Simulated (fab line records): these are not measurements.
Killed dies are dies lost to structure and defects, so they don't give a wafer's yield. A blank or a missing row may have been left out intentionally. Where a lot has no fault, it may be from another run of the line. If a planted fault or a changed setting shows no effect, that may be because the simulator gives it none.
fab line records	flow n5-finfet
record: lots: 24	wafers: 72	last-day: 19
route steps=1938 shown BEOL_M1@770 BEOL_M2@844
lots that met no fault: taken from a fault-free run of the same line
start-h: the number of hours between the record's first day and the start of the first shown wafer of the lot	wait-h: hours since the lot's step before	" same as the row above	L1.1+2: a single row standing in for several wafers	- no value present, or no start provided	* or withheld: withheld	< > ~ a bound
route shown NAME@n: a module of which the file shows steps, and the number in the route of the first	usual: the fault-free wafers' mean and standard deviation	same: alike in all rows	chamber/n: place in a boat	sites: the reading at each site	_std_site: standard deviation across them	_edge_site: mean of outer sites minus mean of inner sites	radius-mm: how far each site lies from the wafer's centre	mask NAME#n: copy n	behind: the most recent tool/chamber to have shaped the wafer	hold: the reason the lot was held/the length of the hold in hours/how it ended	device: which transistor (n, p or np) failed to switch	end of line: tests of these same wafers at the route's end	a step with no rows: only its recipe	killed: dies that structure and defects cost at the first sort, which is not the same as the wafer's yield	map: a wafer's dies, marking killed ones x, the rest . and places with no die _
set.NAME: the setting that was run; set.NAME@STEP: the one run at that earlier step	model.NAME: the simulator's own value behind a step, which no gauge read
one table for each step of the route and one row for each wafer, over a sample of lots
services: when a tool's chamber went out of use (start-h, in hours from the record's first day, below 0 if earlier), for how many hours, and the reason
== steps ==
step: N5_BEOL_M1_ETCH_64
recipe: chemistry: N2/H2	target: SOC	target-depth-a: 750	overetch-a: 150	mask-material: SiARC	temp-c: 40	time-s: 112.5	ion-energy-ev: 200	pressure-mtorr: 30	source-w: 840	bias-w: 150	n2-flow-sccm: 200	h2-flow-sccm: 200
usual: bias-w: 150.1/0.44	drypump-motor-current-A: 5.8/0.48	oes-product-au: 0.63/0.071	rf-vpp-V: 524.3/2.9	showerhead-plenum-p-Torr: 2.56/0.1	throttle-valve-pct: 17.92/0.22
lot.wafer	tool	chamber	start-h	wait-h	bias-w	drypump-motor-current-A	oes-product-au	rf-hours-counter-h	rf-vpp-V	showerhead-plenum-p-Torr	throttle-valve-pct
L074.1	rie-diel-05	2	125.93	0.0	149.7	6.0	0.62	123	527.9	2.67	18.26
L074.3	"	0	"	"	150.2	5.8	0.56	235	523.0	2.49	18.06
L074.6	"	3	"	"	150.2	5.1	0.58	-	522.9	2.53	17.61
L075.2	rie-diel-02	1	137.88	0.0	150.0	6.6	0.73	12	528.7	2.72	17.73
L075.4	"	0	"	"	150.2	6.2	0.55	236	527.0	2.62	17.77
L075.6	"	2	"	"	149.6	5.3	0.64	-	520.5	2.45	17.76
L077.1	rie-diel-02	0	139.92	0.0	149.8	6.2	0.55	236	526.4	2.62	17.76
L077.4	"	1	"	"	149.4	6.6	0.73	12	527.3	2.72	17.72
L077.5	"	0	"	"	150.4	6.2	0.56	-	525.0	2.62	17.76
L076.1	rie-diel-02	2	143.62	0.0	149.9	5.3	0.64	104	521.7	2.45	17.76
L076.4	"	0	"	"	150.1	6.1	0.56	238	525.2	2.62	17.77
L076.5	"	3	"	"	149.9	5.3	0.72	-	527.1	2.59	18.10
L078.1	rie-diel-05	3	147.68	0.0	150.4	5.2	0.57	191	523.1	2.53	17.63
L078.3	"	0	"	"	149.9	5.8	0.56	242	523.8	2.49	18.10
L078.4	"	2	"	"	150.7	6.0	0.60	129	525.9	2.67	18.29
L079.1	rie-diel-02	0	159.20	0.0	150.4	6.2	0.55	240	526.3	2.62	17.78
L079.4	"	3	"	"	150.3	5.2	0.71	31	526.8	2.59	18.11
L079.6	"	3	"	"	150.8	5.2	0.72	-	526.9	2.59	18.12
L080.1	rie-diel-06	3	161.80	0.0	150.7	6.0	0.57	191	521.9	2.41	18.01
L080.4	"	0	"	"	149.8	5.2	0.61	115	518.8	2.36	18.02
L080.6	"	0	"	"	150.6	5.2	0.62	-	519.4	2.35	18.02
L081.1	rie-diel-06	0	167.60	0.0	150.1	5.2	0.61	117	517.8	2.35	18.02
L081.3	"	3	"	"	150.4	6.0	0.57	193	521.1	2.40	18.00
L081.4	"	2	"	"	149.3	6.1	0.75	7	525.3	2.60	17.85
L082.3	rie-diel-05	0	179.29	0.0	150.2	5.8	0.56	249	522.1	2.49	18.10
L082.4	"	2	"	"	150.1	6.0	0.60	137	526.9	2.67	18.30
L082.6	"	1	"	"	150.2	5.6	0.55	-	525.9	2.63	18.03
L083.2	rie-diel-02	0	185.67	0.0	150.1	6.1	0.55	246	525.8	2.62	17.80
L083.4	"	2	"	"	150.3	5.3	0.63	113	520.9	2.45	17.76
L083.6	"	2	"	"	150.7	5.3	0.64	-	519.9	2.45	17.78
L084.1	rie-diel-02	2	188.35	0.0	149.2	5.3	0.63	114	521.7	2.45	17.77
L084.4	"	3	"	"	149.8	5.2	0.72	38	525.3	2.59	18.12
L084.6	"	3	"	"	149.9	5.2	0.71	-	524.5	2.59	18.13
L085.2	rie-diel-02	1	199.20	0.0	151.0	6.6	0.70	27	528.1	2.71	17.76
L085.3	"	3	"	"	149.9	5.2	0.70	41	525.8	2.59	18.13
L085.4	"	1	"	"	150.1	6.6	0.70	-	528.0	2.71	17.75
L086.1	rie-diel-02	1	202.45	0.0	149.8	6.6	0.70	28	529.7	2.71	17.77
L086.5	"	3	"	"	149.3	5.2	0.70	-	523.9	2.59	18.12
L086.6	"	1	"	"	150.2	6.6	0.70	-	529.7	2.71	17.77
L087.1	rie-diel-06	1	206.39	0.0	150.0	6.5	0.59	179	523.5	2.52	18.13
L087.2	"	2	"	"	150.1	6.1	0.72	20	525.5	2.60	17.86
L087.5	"	0	"	"	150.3	5.2	0.60	-	517.0	2.35	18.04
L088.1	rie-diel-05	0	211.70	0.0	150.5	5.8	0.77	3	525.1	2.48	17.70
L088.3	"	3	"	"	150.0	5.1	0.56	212	522.5	2.52	17.65
L088.6	"	1	"	"	150.4	5.6	0.54	-	527.6	2.62	18.05
L089.2	rie-diel-02	3	216.03	0.0	150.7	5.3	0.69	50	524.6	2.58	18.16
L089.3	"	1	"	"	150.0	6.6	0.69	35	528.3	2.71	17.77
L089.6	"	2	"	"	150.2	5.3	0.62	-	520.5	2.44	17.80
L090.3	rie-diel-06	3	224.11	0.0	149.3	6.0	0.56	211	519.5	2.40	18.01
L090.4	"	0	"	"	150.4	5.3	0.60	138	517.3	2.35	18.07
L090.5	"	0	"	"	149.6	5.2	0.59	-	517.7	2.35	18.06
L091.1	rie-diel-02	0	224.54	0.0	149.2	6.1	0.77	1	525.6	2.62	17.33
L091.2	"	3	"	"	149.9	5.3	0.69	54	524.2	2.58	18.15
L091.6	"	3	"	"	149.8	5.2	0.69	-	523.3	2.58	18.15
L092.1	rie-diel-05	1	232.82	0.0	150.3	5.6	0.54	239	526.2	2.62	18.07
L092.2	"	2	"	"	150.1	6.0	0.60	155	524.9	2.66	18.31
L092.6	"	0	"	"	149.7	5.8	0.75	-	522.1	2.48	17.71
L093.1	rie-diel-05	0	238.91	0.0	150.2	5.8	0.74	11	521.9	2.48	17.71
L093.4	"	1	"	"	150.4	5.6	0.54	242	525.5	2.62	18.05
L093.6	"	0	"	"	150.1	5.8	0.74	-	522.0	2.48	17.73
L094.1	rie-diel-05	0	248.76	0.0	150.6	5.8	0.74	14	523.1	2.48	17.71
L094.2	"	1	"	"	150.6	5.6	0.54	245	526.2	2.62	18.08
L094.5	"	2	"	"	150.1	6.0	0.59	-	527.4	2.66	18.34
L095.2	rie-diel-05	1	252.11	0.0	149.7	5.6	0.54	246	525.7	2.62	18.07
L095.5	"	3	"	"	151.0	5.2	0.56	-	523.6	2.52	17.68
L095.6	"	2	"	"	150.4	6.0	0.58	-	527.2	2.65	18.35
L096.2	rie-diel-02	0	265.89	0.0	151.0	6.2	0.71	14	526.0	2.61	17.34
L096.4	"	2	"	"	150.8	5.3	0.61	145	521.1	2.44	17.82
L096.5	"	0	"	"	149.6	6.2	0.73	-	525.2	2.61	17.32
L097.2	rie-diel-06	3	266.09	0.0	149.4	6.0	0.55	226	521.3	2.39	18.05
L097.3	"	2	"	"	150.0	6.1	0.69	40	525.2	2.59	17.89
L097.6	"	1	"	"	150.7	6.5	0.58	-	522.0	2.51	18.16
step: N5_BEOL_M1_STRIP_36
recipe: chemistry: N2/H2	power-w: 450	temp-c: 40	pressure-mtorr: 20	rf-frequency-hz: 6e+07	overash-fraction: 0.3	bias-power-w: 7	h2-frac: 0.5	n2-flow-sccm: 200	h2-flow-sccm: 200
usual: drypump-motor-current-A: 5.8/0.45	oes-product-au: 0.80/0.099	rf-vpp-V: 59.1/1.4	showerhead-plenum-p-Torr: 2.53/0.1	throttle-valve-pct: 23.80/0.23
lot.wafer	tool	chamber	start-h	wait-h	drypump-motor-current-A	oes-product-au	rf-hours-counter-h	rf-vpp-V	showerhead-plenum-p-Torr	throttle-valve-pct
L074.1	rie-diel-02	2	133.18	0.0	5.3	0.83	101	58.1	2.45	23.56
L074.3	"	3	"	"	5.2	0.93	25	58.8	2.59	24.16
L074.6	"	0	"	"	6.1	0.70	-	59.2	2.62	23.66
L075.2	rie-diel-06	1	139.93	0.0	6.5	0.77	163	58.6	2.52	23.80
L075.4	"	3	"	"	6.0	0.72	187	59.6	2.40	23.77
L075.6	"	0	"	"	5.2	0.78	-	57.9	2.35	23.83
L077.1	rie-diel-06	3	143.47	0.0	6.0	0.71	187	58.4	2.40	23.76
L077.4	"	1	"	"	6.5	0.77	163	60.1	2.52	23.84
L077.5	"	2	"	"	6.1	0.99	-	60.1	2.60	23.68
L076.1	rie-diel-05	3	147.43	0.0	5.2	0.72	191	59.6	2.53	23.37
L076.4	"	1	"	"	5.6	0.68	213	58.8	2.63	24.01
L076.5	"	2	"	"	6.0	0.77	-	61.3	2.67	24.17
L078.1	rie-diel-02	1	153.36	0.0	6.6	0.91	16	57.6	2.71	23.69
L078.3	"	3	"	"	5.3	0.92	30	58.3	2.59	24.19
L078.4	"	0	"	"	6.2	0.68	240	59.7	2.62	23.70
L079.1	rie-diel-05	3	166.49	0.0	5.1	0.72	195	58.0	2.52	23.40
L079.4	"	2	"	"	6.0	0.76	133	60.4	2.66	24.15
L079.6	"	0	"	"	5.8	0.70	-	59.5	2.48	23.97
L080.1	rie-diel-06	0	178.36	0.0	5.2	0.76	120	58.9	2.35	23.89
L080.4	"	1	"	"	6.5	0.75	-	58.1	2.52	23.85
L080.6	"	2	"	"	6.1	0.94	-	58.6	2.60	23.68
L081.1	rie-diel-06	0	187.52	0.0	5.2	0.77	123	58.9	2.35	23.88
L081.3	"	3	"	"	6.0	0.70	198	60.5	2.40	23.75
L081.4	"	1	"	"	6.5	0.76	175	57.9	2.51	23.83
L082.3	rie-diel-06	1	187.91	0.0	6.5	0.75	175	56.9	2.51	23.82
L082.4	"	0	"	"	5.3	0.76	123	58.4	2.35	23.87
L082.6	"	1	"	"	6.5	0.76	-	55.1	2.51	23.84
L083.2	rie-diel-02	3	195.55	0.0	5.3	0.90	40	58.2	2.58	24.15
L083.4	"	2	"	"	5.3	0.81	117	55.9	2.44	23.57
L083.6	"	3	"	"	5.2	0.89	-	60.6	2.58	24.19
L084.1	rie-diel-05	2	198.09	0.0	6.0	0.74	144	60.1	2.66	24.16
L084.4	"	3	"	"	5.2	0.72	-	59.8	2.52	23.44
L084.6	"	1	"	"	5.6	0.68	-	58.3	2.62	24.00
L085.2	rie-diel-02	2	205.34	0.0	5.3	0.81	122	59.0	2.44	23.56
L085.3	"	3	"	"	5.2	0.90	45	60.8	2.58	24.17
L085.4	"	2	"	"	5.3	0.81	-	59.8	2.44	23.59
L086.1	rie-diel-05	3	210.61	0.0	5.2	0.71	212	57.8	2.52	23.44
L086.5	"	1	"	"	5.6	0.67	-	59.0	2.62	24.04
L086.6	"	0	"	"	5.8	1.00	-	60.1	2.48	23.74
L087.1	rie-diel-05	3	211.29	0.0	5.2	0.72	212	58.8	2.52	23.43
L087.2	"	2	"	"	6.0	0.76	150	60.9	2.66	24.18
L087.5	"	0	"	"	5.8	0.99	-	58.9	2.48	23.74
L088.1	rie-diel-05	0	223.12	0.0	5.9	0.97	6	60.3	2.48	23.75
L088.3	"	1	"	"	5.6	0.68	235	59.8	2.62	24.03
L088.6	"	0	"	"	5.8	0.97	-	61.2	2.48	23.74
L089.2	rie-diel-06	0	223.15	0.0	5.3	0.75	138	56.7	2.34	23.90
L089.3	"	3	"	"	6.0	0.70	211	56.1	2.39	23.78
L089.6	"	0	"	"	5.3	0.75	-	58.9	2.34	23.91
L090.3	rie-diel-02	2	227.21	0.0	5.3	0.81	131	55.7	2.44	23.59
L090.4	"	1	"	"	6.6	0.85	40	58.6	2.70	23.73
L090.5	"	3	"	"	5.2	0.89	-	58.1	2.58	24.18
L091.1	rie-diel-05	3	234.77	0.0	5.1	0.70	218	60.1	2.51	23.44
L091.2	"	1	"	"	5.6	0.68	240	58.4	2.62	24.06
L091.6	"	3	"	"	5.2	0.70	-	58.7	2.51	23.41
L092.1	rie-diel-06	3	241.00	0.0	6.0	0.68	217	61.1	2.39	23.77
L092.2	"	1	"	"	6.5	0.74	191	57.4	2.51	23.86
L092.6	"	2	"	"	6.1	0.88	-	58.1	2.59	23.72
L093.1	rie-diel-02	1	243.71	0.0	6.6	0.86	45	57.4	2.70	23.74
L093.4	"	3	"	"	5.2	0.86	60	55.9	2.58	24.21
L093.6	"	0	"	"	6.2	0.94	-	60.0	2.61	23.27
L094.1	rie-diel-06	0	251.49	0.0	5.2	0.74	148	59.3	2.34	23.93
L094.2	"	2	"	"	6.1	0.89	35	57.7	2.59	23.72
L094.5	"	3	"	"	6.0	0.69	-	59.8	2.39	23.80
L095.2	rie-diel-06	2	256.17	0.0	6.1	0.89	36	58.1	2.59	23.75
L095.5	"	2	"	"	6.1	0.88	-	60.4	2.59	23.71
L095.6	"	3	"	"	6.0	0.68	-	58.1	2.39	23.77
L096.2	rie-diel-06	1	268.29	0.0	6.5	0.73	199	60.0	2.50	23.91
L096.4	"	0	"	"	5.3	0.75	153	60.8	2.34	23.89
L096.5	"	3	"	"	6.0	0.69	-	56.2	2.39	23.77
L097.2	rie-diel-05	0	272.30	0.0	5.8	0.93	24	60.7	2.47	23.78
L097.3	"	3	"	"	5.2	0.69	233	56.6	2.51	23.50
L097.6	"	2	"	"	6.0	0.74	-	59.7	2.65	24.19
step: N5_BEOL_M1_CD_MEAS_35
recipe: target-cd-nm: 18	target-cd-y-nm: 21	polarity: opening
usual: cd-nm: 18.0/0.39
lot.wafer	tool	chamber	start-h	wait-h	cd-nm
L074.1	cd-sem-02	-	133.57	0.0	17.5
L074.3	"	-	"	"	18.0
L074.6	"	-	"	"	18.0
L075.2	cd-sem-02	-	140.28	0.0	17.6
L075.4	"	-	"	"	18.1
L075.6	"	-	"	"	17.6
L077.1	cd-sem-03	-	143.82	0.0	18.0
L077.4	"	-	"	"	17.7
L077.5	"	-	"	"	17.8
L076.1	cd-sem-02	-	147.83	0.0	18.0
L076.4	"	-	"	"	18.1
L076.5	"	-	"	"	18.2
L078.1	cd-sem-02	-	153.71	0.0	17.8
L078.3	"	-	"	"	17.9
L078.4	"	-	"	"	17.9
L079.1	cd-sem-02	-	166.84	0.0	18.5
L079.4	"	-	"	"	18.4
L079.6	"	-	"	"	18.3
L080.1	cd-sem-01	-	178.71	0.0	17.9
L080.4	"	-	"	"	18.4
L080.6	"	-	"	"	18.4
L081.1	cd-sem-02	-	187.87	0.0	18.4
L081.3	"	-	"	"	17.8
L081.4	"	-	"	"	18.4
L082.3	cd-sem-01	-	188.28	0.0	18.2
L082.4	"	-	"	"	17.7
L082.6	"	-	"	"	17.9
L083.2	cd-sem-01	-	195.90	0.0	18.0
L083.4	"	-	"	"	17.7
L083.6	"	-	"	"	18.1
L084.1	cd-sem-03	-	198.44	0.0	17.8
L084.4	"	-	"	"	18.4
L084.6	"	-	"	"	18.5
L085.2	cd-sem-01	-	205.69	0.0	18.3
L085.3	"	-	"	"	18.3
L085.4	"	-	"	"	18.1
L086.1	cd-sem-02	-	210.96	0.0	18.6
L086.5	"	-	"	"	18.0
L086.6	"	-	"	"	17.8
L087.1	cd-sem-02	-	211.66	0.0	17.8
L087.2	"	-	"	"	17.5
L087.5	"	-	"	"	17.9
L089.2	cd-sem-03	-	223.52	0.0	17.9
L089.3	"	-	"	"	18.1
L089.6	"	-	"	"	18.1
L088.1	cd-sem-02	-	223.56	0.0	17.9
L088.3	"	-	"	"	18.3
L088.6	"	-	"	"	17.6
L090.3	cd-sem-01	-	227.56	0.0	17.5
L090.4	"	-	"	"	18.1
L090.5	"	-	"	"	17.9
L091.1	cd-sem-01	-	235.12	0.0	17.3
L091.2	"	-	"	"	18.1
L091.6	"	-	"	"	18.3
L092.1	cd-sem-02	-	241.34	0.0	17.2
L092.2	"	-	"	"	17.4
L092.6	"	-	"	"	18.3
L093.1	cd-sem-02	-	244.07	0.0	18.0
L093.4	"	-	"	"	17.9
L093.6	"	-	"	"	17.7
L094.1	cd-sem-02	-	251.85	0.0	18.6
L094.2	"	-	"	"	17.9
L094.5	"	-	"	"	18.0
L095.2	cd-sem-03	-	256.53	0.0	18.0
L095.5	"	-	"	"	17.8
L095.6	"	-	"	"	17.5
L096.2	cd-sem-02	-	268.65	0.0	17.8
L096.4	"	-	"	"	18.2
L096.5	"	-	"	"	17.6
L097.2	cd-sem-01	-	272.66	0.0	18.0
L097.3	"	-	"	"	18.0
L097.6	"	-	"	"	17.6
step: N5_BEOL_M1_ALD_84
recipe: material: TaN	target-thk-a: *	temp-c: 275	ald-precursor-family: PDMAT	ald-co-reactant: NH3	pressure-torr: 3	carrier-flow-sccm: 1500	pulse-time-s: 2	purge-time-s: 3	co-reactant-purge-time-s: 2	co-reactant-pulse-time-s: 3	ald-cycles: 30	precursor-vessel-temp-c: 75	precursor-vessel-pressure-torr: 26.25	precursor-vessel-carrier-sccm: 1000
usual: heater-power-w: 420/43	mfc-carrier-sccm: 1500/5.1
lot.wafer	tool	chamber	start-h	wait-h	heater-power-w	mfc-carrier-sccm
L074.1	ald-metal-03	1	133.84	0.1	395	1497
L074.3	"	2	"	"	469	1499
L074.6	"	0	"	"	435	1502
L075.2	ald-metal-03	2	140.51	0.1	487	1498
L075.4	"	0	"	"	450	1503
L075.6	"	3	"	"	425	1506
L077.1	ald-metal-01	3	144.37	0.1	402	1491
L077.4	"	0	"	"	424	1495
L077.5	"	1	"	"	391	1501
L076.1	ald-metal-01	1	148.34	0.1	387	1505
L076.4	"	0	"	"	426	1502
L076.5	"	1	"	"	381	1501
L078.1	ald-metal-01	2	154.28	0.1	347	1508
L078.3	"	1	"	"	390	1502
L078.4	"	0	"	"	425	1499
L079.1	ald-metal-03	1	167.38	0.0	391	1493
L079.4	"	2	"	"	469	1497
L079.6	"	3	"	"	415	1507
L080.1	ald-metal-03	1	179.22	0.0	398	1494
L080.4	"	3	"	"	417	1496
L080.6	"	2	"	"	462	1513
L081.1	ald-metal-03	1	188.26	0.0	400	1505
L081.3	"	2	"	"	467	1495
L081.4	"	0	"	"	437	1497
L082.3	ald-metal-01	2	188.70	0.0	340	1501
L082.4	"	3	"	"	400	1494
L082.6	"	2	"	"	339	1499
L083.2	ald-metal-01	0	196.13	0.0	419	1501
L083.4	"	1	"	"	386	1483
L083.6	"	2	"	"	335	1502
L084.1	ald-metal-01	1	198.80	0.0	386	1500
L084.4	"	0	"	"	417	1497
L084.6	"	1	"	"	392	1502
L085.2	ald-metal-04	1	205.94	0.1	419	1504
L085.3	"	0	"	"	508	1502
L085.4	"	3	"	"	476	1502
L086.1	ald-metal-03	2	211.28	0.1	471	1502
L086.5	"	1	"	"	404	1496
L086.6	"	2	"	"	469	1500
L087.1	ald-metal-03	0	212.09	0.1	452	1501
L087.2	"	1	"	"	400	1491
L087.5	"	3	"	"	425	1508
L089.2	ald-metal-04	2	224.04	0.1	407	1499
L089.3	"	1	"	"	415	1503
L089.6	"	3	"	"	480	1499
L088.1	ald-metal-01	0	224.14	0.1	438	1497
L088.3	"	3	"	"	406	1502
L088.6	"	1	"	"	387	1500
L090.3	ald-metal-03	3	227.97	0.1	426	1491
L090.4	"	2	"	"	469	1499
L090.5	"	3	"	"	424	1503
L091.1	ald-metal-03	2	235.48	0.1	475	1495
L091.2	"	3	"	"	411	1501
L091.6	"	2	"	"	480	1503
L092.1	ald-metal-01	3	241.83	0.1	395	1494
L092.2	"	2	"	"	349	1505
L092.6	"	1	"	"	388	1497
L093.1	ald-metal-01	1	244.73	0.0	384	1504
L093.4	"	0	"	"	424	1495
L093.6	"	1	"	"	387	1502
L094.1	ald-metal-03	0	252.46	0.2	430	1486
L094.2	"	2	"	"	479	1490
L094.5	"	3	"	"	435	1503
L095.2	ald-metal-04	0	256.92	0.0	512	1500
L095.5	"	1	"	"	416	1500
L095.6	"	2	"	"	405	1504
L096.2	ald-metal-04	0	269.14	0.1	532	1497
L096.4	"	1	"	"	422	1497
L096.5	"	0	"	"	519	1500
L097.2	ald-metal-04	3	273.24	0.0	478	1494
L097.3	"	1	"	"	404	1501
L097.6	"	1	"	"	433	1507
step: N5_BEOL_M1_SPUTTER_48
recipe: material: Cu	target-thk-a: 45	temp-c: -20	chamber-pressure-pa: 0.07	power-w: withheld	time-s: 8.29
usual: chuck-sensor-temp-C: -15.8/0.43	throttle-valve-pct: 29.9/1.1
lot.wafer	tool	chamber	start-h	wait-h	chuck-sensor-temp-C	throttle-valve-pct
L074.1	pvd-sputter-03	-	134.63	0.3	-16.1	30.6
L074.3	"	-	"	"	-15.8	28.7
L074.6	"	-	"	"	-15.1	30.5
L075.2	pvd-sputter-02	-	142.79	1.5	-15.7	30.5
L075.4	"	-	"	"	-15.3	29.8
L075.6	"	-	"	"	-15.0	31.6
L077.1	pvd-sputter-01	-	145.08	0.2	-16.0	30.2
L077.4	"	-	"	"	-15.7	31.0
L077.5	"	-	"	"	-16.5	29.4
L076.1	pvd-sputter-02	-	149.32	0.4	-15.6	30.2
L076.4	"	-	"	"	-15.5	30.2
L076.5	"	-	"	"	-15.2	31.8
L078.1	pvd-sputter-01	-	154.74	0.1	-15.8	30.0
L078.3	"	-	"	"	-16.5	29.5
L078.4	"	-	"	"	-16.0	30.8
L079.1	pvd-sputter-01	-	167.91	0.1	-15.7	30.9
L079.4	"	-	"	"	-15.9	30.0
L079.6	"	-	"	"	-16.6	29.7
L080.1	pvd-sputter-02	-	179.75	0.1	-15.9	30.5
L080.4	"	-	"	"	-15.6	30.0
L080.6	"	-	"	"	-15.5	29.7
L081.1	pvd-sputter-01	-	188.86	0.1	-16.0	27.7
L081.3	"	-	"	"	-16.5	29.5
L081.4	"	-	"	"	-15.8	30.6
L082.3	pvd-sputter-02	-	190.74	1.4	-15.0	31.7
L082.4	"	-	"	"	-15.6	29.8
L082.6	"	-	"	"	-15.0	31.7
L083.2	pvd-sputter-01	-	198.07	1.5	-15.9	30.8
L083.4	"	-	"	"	-16.5	29.5
L083.6	"	-	"	"	-16.6	29.8
L084.1	pvd-sputter-02	-	199.46	0.2	-15.9	29.4
L084.4	"	-	"	"	-15.1	31.7
L084.6	"	-	"	"	-15.3	29.8
L085.2	pvd-sputter-02	-	206.42	0.1	-15.7	30.2
L085.3	"	-	"	"	-15.4	29.8
L085.4	"	-	"	"	-15.9	29.5
L086.1	pvd-sputter-03	-	211.83	0.2	-16.2	30.6
L086.5	"	-	"	"	-16.1	30.7
L086.6	"	-	"	"	-16.2	28.8
L087.1	pvd-sputter-03	-	213.67	1.1	-15.1	30.6
L087.2	"	-	"	"	-16.4	30.5
L087.5	"	-	"	"	-16.3	29.2
L089.2	pvd-sputter-02	-	224.66	0.2	-15.8	30.4
L089.3	"	-	"	"	-15.2	29.9
L089.6	"	-	"	"	-15.8	30.2
L088.1	pvd-sputter-03	-	224.80	0.2	-15.1	30.4
L088.3	"	-	"	"	-16.3	29.0
L088.6	"	-	"	"	-16.0	28.9
L090.3	pvd-sputter-01	-	228.71	0.3	-15.8	31.0
L090.4	"	-	"	"	-16.5	29.4
L090.5	"	-	"	"	-15.9	27.6
L091.1	pvd-sputter-01	-	236.15	0.1	-15.7	27.5
L091.2	"	-	"	"	-15.9	30.9
L091.6	"	-	"	"	-16.6	29.6
L092.1	pvd-sputter-01	-	242.47	0.2	-15.7	27.9
L092.2	"	-	"	"	-16.3	29.9
L092.6	"	-	"	"	-15.9	31.1
L093.1	pvd-sputter-02	-	245.47	0.2	-16.0	29.4
L093.4	"	-	"	"	-15.1	31.8
L093.6	"	-	"	"	-15.5	30.1
L094.1	pvd-sputter-03	-	254.98	1.6	-15.3	30.7
L094.2	"	-	"	"	-16.2	29.3
L094.5	"	-	"	"	-15.8	28.6
L095.2	pvd-sputter-02	-	257.64	0.3	-15.9	29.5
L095.5	"	-	"	"	-15.3	29.5
L095.6	"	-	"	"	-15.1	31.9
L096.2	pvd-sputter-03	-	269.80	0.2	-15.9	28.5
L096.4	"	-	"	"	-16.0	30.5
L096.5	"	-	"	"	-15.5	30.5
L097.2	pvd-sputter-01	-	273.69	0.1	-16.1	27.6
L097.3	"	-	"	"	-15.6	30.8
L097.6	"	-	"	"	-15.7	30.1
step: N5_BEOL_M2_HM_DEP_02
recipe: material: TiN	target-thk-a: 200	temp-c: 25	chamber-pressure-pa: 0.49996
usual: throttle-valve-pct: 29.8/1.1
lot.wafer	tool	chamber	start-h	wait-h	throttle-valve-pct
L074.1	pvd-sputter-01	-	139.41	1.1	29.9
L074.3	"	-	"	"	29.5
L074.6	"	-	"	"	31.1
L075.2	pvd-sputter-01	-	147.28	1.3	30.0
L075.4	"	-	"	"	30.8
L075.6	"	-	"	"	29.8
L077.1	pvd-sputter-01	-	148.80	0.4	30.0
L077.4	"	-	"	"	27.6
L077.5	"	-	"	"	29.8
L076.1	pvd-sputter-03	-	157.55	2.3	30.7
L076.4	"	-	"	"	28.6
L076.5	"	-	"	"	30.6
L078.1	pvd-sputter-03	-	161.38	0.8	28.3
L078.3	"	-	"	"	31.0
L078.4	"	-	"	"	30.6
L079.1	pvd-sputter-03	-	172.20	0.5	28.9
L079.4	"	-	"	"	28.5
L079.6	"	-	"	"	29.3
L080.1	pvd-sputter-01	-	185.40	0.7	30.2
L080.4	"	-	"	"	31.0
L080.6	"	-	"	"	30.8
L081.1	pvd-sputter-03	-	192.42	0.6	30.5
L081.3	"	-	"	"	30.2
L081.4	"	-	"	"	29.0
L082.3	pvd-sputter-03	-	195.14	1.2	30.6
L082.4	"	-	"	"	30.8
L082.6	"	-	"	"	29.3
L083.2	pvd-sputter-03	-	201.86	0.5	30.6
L083.4	"	-	"	"	30.9
L083.6	"	-	"	"	30.5
L084.1	pvd-sputter-02	-	204.58	1.9	31.8
L084.4	"	-	"	"	29.8
L084.6	"	-	"	"	31.5
L085.2	pvd-sputter-02	-	210.64	1.2	30.3
L085.3	"	-	"	"	29.7
L085.4	"	-	"	"	29.6
L086.1	pvd-sputter-01	-	215.81	1.0	30.0
L086.5	"	-	"	"	27.6
L086.6	"	-	"	"	30.1
L087.1	pvd-sputter-02	-	217.17	0.5	31.9
L087.2	"	-	"	"	30.4
L087.5	"	-	"	"	30.1
L089.2	pvd-sputter-01	-	230.75	2.9	27.7
L089.3	"	-	"	"	30.2
L089.6	"	-	"	"	30.0
L088.1	pvd-sputter-01	-	230.85	2.7	27.7
L088.3	"	-	"	"	29.9
L088.6	"	-	"	"	27.7
L090.3	pvd-sputter-01	-	232.39	0.6	29.6
L090.4	"	-	"	"	31.3
L090.5	"	-	"	"	29.9
L091.1	pvd-sputter-01	-	241.39	2.2	30.2
L091.2	"	-	"	"	27.8
L091.6	"	-	"	"	27.7
L092.1	pvd-sputter-02	-	247.51	1.5	29.5
L092.2	"	-	"	"	29.8
L092.6	"	-	"	"	30.4
L093.1	pvd-sputter-03	-	249.88	1.4	29.1
L093.4	"	-	"	"	30.6
L093.6	"	-	"	"	30.8
L094.1	pvd-sputter-01	-	259.71	1.7	27.8
L094.2	"	-	"	"	30.8
L094.5	"	-	"	"	27.7
L095.2	pvd-sputter-01	-	261.11	0.5	27.7
L095.5	"	-	"	"	30.1
L095.6	"	-	"	"	29.7
L096.2	pvd-sputter-02	-	273.22	0.4	29.6
L096.4	"	-	"	"	30.3
L096.5	"	-	"	"	29.8
L097.2	pvd-sputter-03	-	277.41	0.7	30.7
L097.3	"	-	"	"	29.3
L097.6	"	-	"	"	28.9
== services ==
tool	chamber	start-h	hours	kind
ald-metal-04	0	113.24	27.0	repair
rie-diel-06	0	117.80	3.6	repair
rie-diel-06	2	121.62	-	clean
rie-diel-06	2	121.62	-	consumable-replace:focus-ring
rie-diel-06	2	121.62	13.3	scheduled-down
rie-diel-06	2	121.62	13.3	vent-cycle
rie-diel-02	-	145.67	1.1	repair
rie-diel-06	3	177.16	1.4	repair
rie-diel-05	0	186.26	-	clean
rie-diel-05	0	186.26	-	consumable-replace:focus-ring
rie-diel-05	0	186.26	17.9	scheduled-down
rie-diel-05	0	186.26	17.9	vent-cycle
rie-diel-06	1	192.14	6.6	repair
rie-diel-02	0	198.85	-	clean
rie-diel-02	0	198.85	-	consumable-replace:focus-ring
rie-diel-02	0	198.85	22.0	scheduled-down
rie-diel-02	0	198.85	22.0	vent-cycle
rie-diel-06	3	210.04	5.9	repair
rie-diel-05	-	215.11	2.8	pm
pvd-sputter-02	-	228.43	5.9	repair
rie-diel-05	1	264.80	-	clean
rie-diel-05	1	264.80	-	consumable-replace:focus-ring
rie-diel-05	1	264.80	21.0	scheduled-down
rie-diel-05	1	264.80	21.0	vent-cycle
== key ==
fault none
